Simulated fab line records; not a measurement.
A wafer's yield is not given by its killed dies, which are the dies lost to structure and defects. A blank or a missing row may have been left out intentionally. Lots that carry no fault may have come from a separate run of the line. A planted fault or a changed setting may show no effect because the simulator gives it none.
fab line records	flow nand_harc
record: lots: 5	wafers: 15	last_day: 23
route steps=1159 shown P_M2@320 END@1159
lots that met no fault: taken from a fault-free run of the same line
start_h: start of the lot's first displayed wafer, in hours after the record's first day	wait_h: time in hours since the lot's previous step	" unchanged from the row above	L1.1+2: a single row standing in for several wafers	- value missing, or start not given	* or withheld: withheld	< > ~ a bound
route shown NAME@n: NAME is a module with steps in the file, n the number in the route of the first one	usual: mean/standard deviation of fault-free wafers	same: alike in all rows	chamber/n: place in a boat	sites: the reading at each site	_std_site: the standard deviation of these	_edge_site: outer sites' mean less inner sites'	radius_mm: for every site, how far away it sits from the centre of the wafer	mask NAME#n: copy n	behind: the last tool/chamber to shape the wafer	hold: why the lot went on hold/how many hours it stayed there/how the hold came to an end	device: names the non-switching transistor (n, p or np)	end of line: at the end of the route, the tests of the same wafers	a step given without rows: its recipe and nothing more	killed: the dies lost at the first sort to structure and to defects; this is not the yield of the wafer	map: per-die view of a wafer (x killed, . not killed, _ where there is no die)
set.NAME: the run value of the setting; set.NAME@STEP: its run value at that earlier step	model.NAME: the simulator's own value behind a step, which no gauge read
lots seen at some steps along the route; tables by step, rows by wafer
services: a tool's chamber out of use, with start hour (start_h, from the record's first day; less than 0 if before it), hours out, and reason
== steps ==
step: NHARC_P_M2_HMDS_02
recipe: time_s: 30
step: NHARC_P_M2_COAT_34
recipe: temp_c: 200	time_s: 65
step: NHARC_P_M2_COAT_03
recipe: spin_rpm: 1500	resist_thk_nm: 90
step: NHARC_P_M2_SOFTBAKE_04
recipe: temp_c: 105	time_s: 55
step: NHARC_P_M2_EBR_05
step: NHARC_P_M2_EXPOSE_06
recipe: na: 1.35	target_cd_nm: 170	dose_mj: 80.78	mask_id: P_M2
step: NHARC_P_M2_PEB_07
recipe: peb_temp_c: 100	peb_time_s: 65
step: NHARC_P_M2_DEVELOP_08
recipe: develop_time_s: 35	dev_temp_c: 23
step: NHARC_P_M2_CD_MEAS_09
recipe: target_cd_nm: 170	landing_energy_ev: 500
usual: cd_nm: 169.7/0.88
lot.wafer	tool	chamber	start_h	wait_h	cd_nm
L451.2	cd_sem-01	0	140.38	-	171.0
L451.5	"	0	"	"	169.6
L451.6	"	0	"	"	170.4
L452.2	cd_sem-01	0	143.16	-	169.8
L452.4	"	0	"	"	168.6
L452.5	"	0	"	"	169.9
L455.2	cd_sem-03	0	150.27	-	170.0
L455.3	"	0	"	"	170.9
L455.6	"	0	"	"	171.8
L460.2	cd_sem-02	0	183.29	-	171.7
L460.3	"	0	"	"	171.7
L460.4	"	0	"	"	171.0
L465.1	cd_sem-01	0	222.89	-	169.5
L465.2	"	0	"	"	170.7
L465.6	"	0	"	"	170.0
step: NHARC_P_M2_OVL_MEAS_10
recipe: pitch_nm: 340
usual: overlay_x_nm: -0.1/0.86	overlay_y_nm: -0.2/0.85
lot.wafer	tool	chamber	start_h	wait_h	overlay_x_nm	overlay_y_nm
L451.2	overlay-01	-	140.47	-	-0.4	-0.5
L451.5	"	-	"	"	-0.8	0.0
L451.6	"	-	"	"	-0.6	-0.2
L452.2	overlay-01	-	143.24	-	-0.6	-0.7
L452.4	"	-	"	"	-1.2	-1.4
L452.5	"	-	"	"	-0.7	-0.9
L455.2	overlay-02	-	150.35	-	-0.2	-0.8
L455.3	"	-	"	"	-0.6	-1.1
L455.6	"	-	"	"	-0.3	-1.0
L460.2	overlay-02	-	183.38	-	0.9	0.2
L460.3	"	-	"	"	0.6	0.4
L460.4	"	-	"	"	1.1	0.2
L465.1	overlay-01	-	222.97	-	0.1	0.4
L465.2	"	-	"	"	0.7	0.3
L465.6	"	-	"	"	1.0	0.5
step: NHARC_P_M2_INSPECT_11
usual: raw_defect_count: 4.1/2.4
lot.wafer	tool	chamber	start_h	wait_h	raw_defect_count
L451.2	defect_inspect-02	-	140.50	0.0	5
L451.5	"	-	"	"	7
L451.6	"	-	"	"	7
L452.2	defect_inspect-02	-	143.28	0.0	9
L452.4	"	-	"	"	4
L452.5	"	-	"	"	3
L455.2	defect_inspect-02	-	150.39	0.0	9
L455.3	"	-	"	"	4
L455.6	"	-	"	"	3
L460.2	defect_inspect-01	-	183.42	0.0	3
L460.3	"	-	"	"	4
L460.4	"	-	"	"	6
L465.1	defect_inspect-02	-	223.03	0.1	10
L465.2	"	-	"	"	1
L465.6	"	-	"	"	4
step: NHARC_P_M2_DESCUM_14
recipe: time_s: 3	o2_flow_sccm: 200	ar_flow_sccm: 0	bias_power_w: 0	chemistry: O2
usual: chamber_pressure_mTorr: 60.00/0.054	drypump_motor_current_A: 5.7/0.58	o2_flow_sccm: 200.0/0.59	oes_product_au: 1.003/0.015	rf_vpp_V: 57.9/0.94	showerhead_plenum_p_Torr: 1.95/0.1	throttle_valve_pct: 11.311/0.009
lot.wafer	tool	chamber	start_h	wait_h	chamber_pressure_mTorr	drypump_motor_current_A	o2_flow_sccm	oes_product_au	rf_hours_counter_h	rf_vpp_V	showerhead_plenum_p_Torr	throttle_valve_pct
L451.2	rie_diel-02	0	140.57	0.1	60.02	5.0	199.5	1.006	6	57.7	1.84	11.310
L451.6	"	0	"	"	59.94	5.0	200.7	0.999	-	57.8	1.84	11.304
L451.5	"	1	"	"	60.01	6.6	199.7	1.027	-	57.6	1.98	11.302
L452.4	rie_diel-05	1	143.36	0.1	60.04	5.4	199.3	0.994	28	59.8	1.86	11.305
L452.2	"	3	"	"	60.04	5.5	199.2	1.006	20	56.9	1.85	11.308
L452.5	"	1	"	"	59.98	5.4	199.7	0.999	-	57.7	1.86	11.308
L455.3	rie_diel-02	2	150.47	0.1	60.05	5.6	200.2	1.017	6	57.3	2.07	11.317
L455.2	"	3	"	"	60.01	5.3	199.9	0.995	7	58.3	2.06	11.296
L455.6	"	1	"	"	59.99	6.6	199.9	1.024	-	60.4	1.98	11.321
L460.4	rie_diel-02	2	183.48	0.1	60.11	5.7	199.7	1.019	1	59.3	2.07	11.313
L460.2	"	3	"	"	60.08	5.2	200.2	0.976	1	59.7	2.06	11.296
L460.3	"	1	"	"	59.95	6.6	200.4	1.009	1	58.1	1.97	11.295
L465.1	rie_diel-05	3	223.09	0.1	59.98	5.5	200.0	1.026	11	57.2	1.84	11.321
L465.2	"	2	"	"	60.02	5.6	200.0	0.994	11	56.9	1.84	11.329
L465.6	"	3	"	"	60.03	5.5	199.1	1.022	-	57.8	1.84	11.325
step: NHARC_P_M2_ETCH_35
recipe: target_depth_a: 400	overetch_a: 120	time_s: 43.94	ion_energy_ev: 200	n2_flow_sccm: 150	h2_flow_sccm: 150	ar_flow_sccm: 0	rf_w: 400	bias_w: 150	chemistry: N2/H2
usual: chamber_pressure_mTorr: 30.00/0.036	drypump_motor_current_A: 5.6/0.56	h2_flow_sccm: 150.0/0.41	n2_flow_sccm: 150.0/0.47	oes_product_au: 1.002/0.013	rf_vpp_V: 432/3.2	showerhead_plenum_p_Torr: 2.09/0.11	throttle_valve_pct: 14.171/0.0086
lot.wafer	tool	chamber	start_h	wait_h	chamber_pressure_mTorr	drypump_motor_current_A	h2_flow_sccm	n2_flow_sccm	oes_product_au	rf_hours_counter_h	rf_vpp_V	showerhead_plenum_p_Torr	throttle_valve_pct
L451.2	rie_diel-02	0	140.67	0.1	30.01	5.1	149.8	150.2	1.006	6	428	1.96	14.169
L451.6	"	1	"	"	29.97	6.6	149.8	149.8	1.014	-	433	2.11	14.166
L451.5	"	2	"	"	29.98	5.7	149.4	150.2	1.011	-	437	2.21	14.163
L452.4	rie_diel-05	2	143.51	0.1	30.06	5.6	150.0	149.9	0.995	28	430	1.97	14.163
L452.2	"	0	"	"	29.99	5.6	150.2	149.7	1.008	28	427	1.92	14.182
L452.5	"	2	"	"	30.03	5.6	149.8	149.8	0.981	-	428	1.97	14.179
L455.3	rie_diel-02	1	150.54	0.1	29.97	6.7	150.2	150.5	1.021	7	432	2.11	14.160
L455.2	"	3	"	"	30.04	5.2	149.6	149.4	0.992	7	435	2.20	14.174
L455.6	"	0	"	"	30.00	5.1	150.1	149.9	1.003	-	427	1.96	14.170
L460.4	rie_diel-02	1	183.56	0.1	30.03	6.6	149.8	150.1	1.008	1	432	2.11	14.170
L460.3	"	2	"	"	29.98	5.7	149.8	149.7	1.014	1	436	2.21	14.172
L460.2	"	0	"	"	30.02	5.0	149.3	149.8	0.839	1	430	1.96	14.175
L465.1	rie_diel-05	1	223.17	0.1	29.98	5.4	149.8	149.2	0.998	13	428	1.98	14.181
L465.2	"	3	"	"	30.00	5.5	149.8	149.8	1.028	11	429	1.96	14.173
L465.6	"	1	"	"	30.04	5.4	149.4	150.6	1.002	-	430	1.98	14.162
step: NHARC_P_M2_ETCH_15
recipe: target_depth_a: 1825	time_s: 91.2	c4f8_flow_sccm: withheld	ar_flow_sccm: 400	rf_w: 600	bias_w: 300	chemistry: C4F8/Ar
usual: chamber_pressure_mTorr: 25.001/0.022	oes_product_au: 0.953/0.024	rf_vpp_V: 442/3.5
lot.wafer	tool	chamber	start_h	wait_h	chamber_pressure_mTorr	oes_product_au	rf_hours_counter_h	rf_vpp_V
L451.2	rie_diel-02	1	-	-	24.973	0.944	6	443
L451.6	"	0	"	"	24.998	0.937	-	437
L451.5	"	1	"	"	24.971	0.943	-	442
L452.2	rie_diel-05	0	-	-	25.006	0.928	28	436
L452.4	"	1	"	"	24.997	0.915	28	440
L452.5	"	0	"	"	24.998	0.931	-	437
L455.2	rie_diel-02	1	-	-	24.965	0.973	7	443
L455.3	"	3	"	"	25.006	0.968	7	446
L455.6	"	2	"	"	25.035	0.993	-	446
L460.3	rie_diel-02	2	-	-	24.993	0.974	1	445
L460.4	"	0	"	"	25.026	0.975	1	437
L460.2	"	1	"	"	25.009	0.988	1	443
L465.1	rie_diel-05	2	-	-	25.008	0.931	11	438
L465.2	"	0	"	"	24.993	0.918	13	436
L465.6	"	1	"	"	24.992	0.913	-	437
step: NHARC_END_SORT_01
recipe: temp_c: 25
usual: defect_limited_yield: 95.4/1.8	killed_at_array: 28/11	killed_at_other: 0.7/0.88	killed_at_periphery: 3.1/2.2	killed_dies: 31/12	killed_open: 3.3/2	killed_short: 2.0/1.6	sort_bin_2_pct: 1.5/0.73	sort_bin_3_pct: 0.27/0.22	sort_bin_4_pct: 2.9/1.1	sort_n_pass: 646/12	sort_rim_yield_pct: 93/3.9	sort_yield_pct: 95.4/1.8
same: gross_dies: 677	sort_bin_5_pct[%]: 0	sort_bin_6_pct[%]: 0	sort_bin_7_pct[%]: 0	sort_bin_8_pct[%]: 0	sort_rim_n_gross: 106.00
lot.wafer	tool	chamber	start_h	wait_h	defect_limited_yield[%]	killed_at_array	killed_at_other	killed_at_periphery	killed_dies	killed_open	killed_short	sort_bin_2_pct[%]	sort_bin_3_pct[%]	sort_bin_4_pct[%]	sort_n_pass	sort_rim_yield_pct[%]	sort_yield_pct[%]
L452.2	prober-01	0	459.99	2.8	96.8	15	1	6	22	2	1	1.0	0.15	2.1	655	93	96.8
L452.4	prober-01	0	461.56	3.4	97.2	15	2	2	19	3	0	1.2	0	1.6	658	97	97.2
L452.5	prober-01	0	462.35	3.6	95.4	25	0	6	31	5	2	1.3	0.30	3.0	646	97	95.4
L460.2	prober-02	0	507.26	2.8	92.6	47	0	3	50	5	2	2.2	0.44	4.7	627	89	92.6
L460.3	prober-02	0	508.07	3.1	94.8	32	1	2	35	2	4	1.9	0.30	3.0	642	91	94.8
L460.4	prober-02	0	508.89	3.4	93.9	40	0	1	41	4	1	2.2	0.59	3.2	636	87	93.9
killed by level:class
L452.2 A_CHANNEL_HOLE_D1:chamber_film_flake=10 P_ZERO_WELL:chamber_film_flake=2 P_GATE:chamber_film_flake=2 A_CONTACT:chamber_film_flake=2 P_M0:geometric_particle:open=1 A_SOURCE_PLATE:geometric_particle:open=1 A_WL_FILL:geometric_particle:short=1 P_STI:chamber_film_flake=1
L452.4 A_CHANNEL_HOLE_D1:chamber_film_flake=6 A_CHANNEL_FILL_D1:chamber_film_flake=2 A_BLC:geometric_particle:open=2 THIN_TSV:chamber_film_flake=2 A_CHANNEL_HOLE_D1:geometric_particle:open=1 P_CONTACT:chamber_film_flake=1 P_M2:chamber_film_flake=1 A_STAIRCASE:chamber_film_flake=1
L452.5 A_CHANNEL_HOLE_D1:chamber_film_flake=13 P_ZERO_WELL:chamber_film_flake=3 A_CONTACT:chamber_film_flake=3 P_CONTACT:geometric_particle:open=2 A_WL_FILL:geometric_particle:open=2 A_STAIRCASE:chamber_film_flake=2 P_M0:geometric_particle:open=1 A_CHANNEL_FILL_D1:geometric_particle:short=1
L460.2 A_CHANNEL_HOLE_D1:chamber_film_flake=15 A_SLIT:chamber_film_flake=14 A_CONTACT:chamber_film_flake=5 A_WL_FILL:chamber_film_flake=4 P_CONTACT:geometric_particle:open=2 A_ONON_D1:geometric_particle:open=2 A_STAIRCASE:chamber_film_flake=2 A_CHANNEL_HOLE_D1:geometric_particle:short=1
L460.3 A_SLIT:chamber_film_flake=12 A_CHANNEL_HOLE_D1:chamber_film_flake=11 A_CHANNEL_FILL_D1:geometric_particle:short=2 A_STAIRCASE:chamber_film_flake=2 P_M0:geometric_particle:open=1 A_ONON_D1:geometric_particle:open=1 A_WL_FILL:geometric_particle:short=1 A_CONTACT:geometric_particle:short=1
L460.4 A_CHANNEL_HOLE_D1:chamber_film_flake=15 A_SLIT:chamber_film_flake=11 A_M1:chamber_film_flake=3 A_CONTACT:geometric_particle:open=2 A_CHANNEL_FILL_D1:chamber_film_flake=2 A_STAIRCASE:chamber_film_flake=2 A_WL_FILL:chamber_film_flake=2 P_M2:geometric_particle:open=1
== services ==
tool	chamber	start_h	hours	kind
rie_diel-05	3	119.35	19.2	repair
rie_diel-02	0	129.77	-	clean
rie_diel-02	1	129.77	-	clean
rie_diel-02	2	129.77	-	clean
rie_diel-02	3	129.77	-	clean
rie_diel-02	-	150.70	9.0	pm
rie_diel-02	0	150.70	9.0	vent_cycle
rie_diel-02	1	150.70	9.0	vent_cycle
rie_diel-02	2	150.70	9.0	vent_cycle
rie_diel-02	3	150.70	9.0	vent_cycle
rie_diel-02	0	159.70	-	clean
rie_diel-02	1	159.70	-	clean
rie_diel-02	2	159.70	-	clean
rie_diel-02	3	159.70	-	clean
rie_diel-05	-	164.53	9.0	pm
rie_diel-02	0	184.20	-	clean
rie_diel-02	1	184.20	-	clean
rie_diel-02	2	184.20	-	clean
rie_diel-02	3	184.20	-	clean
rie_diel-05	3	193.54	2.9	repair
rie_diel-02	0	208.70	-	clean
rie_diel-02	1	208.70	-	clean
rie_diel-02	2	208.70	-	clean
rie_diel-02	-	220.32	0.4	repair
== key ==
first_sign: step: NHARC_P_M2_ETCH_35	reading: oes_product_au	direction: down	sigmas: 12	usual: 1.002	struck: 0.839
effect none on later readings
met_at NHARC_P_M2_ETCH_35
struck_wafers L460.2
onset_between 150.54 183.56
fault: kind: process_parameter_drift	tool: rie_diel-02	chamber: 0	onset_h: 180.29	steps: NHARC_P_M2_ETCH_35	channel: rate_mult	offset: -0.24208	shape: step	end_h: 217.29
